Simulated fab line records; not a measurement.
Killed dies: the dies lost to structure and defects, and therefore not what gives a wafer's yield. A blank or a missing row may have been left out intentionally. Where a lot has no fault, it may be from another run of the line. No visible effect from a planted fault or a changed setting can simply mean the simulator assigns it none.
Matching of chambers | flow n5 finfet | 3 sister chambers for N5_BEOL_M4_PRE_CLEAN_60 on cvd co-02
The step time 15 s. 3 wafers are shown with their chamber, then 12 later ones without.

WAFERS WITH THEIR CHAMBER
wafer  | chamber | heater power w (W)
L091.2 | 2       | 50
L091.4 | 0       | 113
L091.6 | 1       | 44

WAFERS WHOSE CHAMBER IS MISSING
wafer  | heater power w (W)
L093.2 | 117
L093.4 | 114
L093.5 | 43
L094.1 | 115
L094.4 | 52
L094.5 | 116
L095.2 | 51
L095.5 | 44
L095.6 | 114
L097.3 | 44
L097.4 | 51
L097.5 | 43

EACH ONE'S CHAMBER
wafer  | from the rows above | in truth
L093.2 | 0                   | 0
L093.4 | 0                   | 0
L093.5 | 1                   | 1
L094.1 | 0                   | 0
L094.4 | 2                   | 2
L094.5 | 0                   | 0
L095.2 | 2                   | 2
L095.5 | 1                   | 1
L095.6 | 0                   | 0
L097.3 | 1                   | 1
L097.4 | 2                   | 2
L097.5 | 1                   | 1
Placed correctly: 12 of 12. Left unplaced by these rows: 0. Wrongly placed: 0.
How it was worked out, from the rows above alone: a wafer's distance from a chamber is the root of the sum, over the readings, of the square of ((its reading less the chamber's mean) divided by the reading's scatter). If the next closest chamber is less than 2 further off than the closest, the wafer can't be placed; otherwise it belongs to the closest. Each chamber's mean is taken over the wafers shown for it. The scatter: with one shown wafer a chamber, the root of the mean of the squares of how far each hidden wafer lies from its nearest shown one.
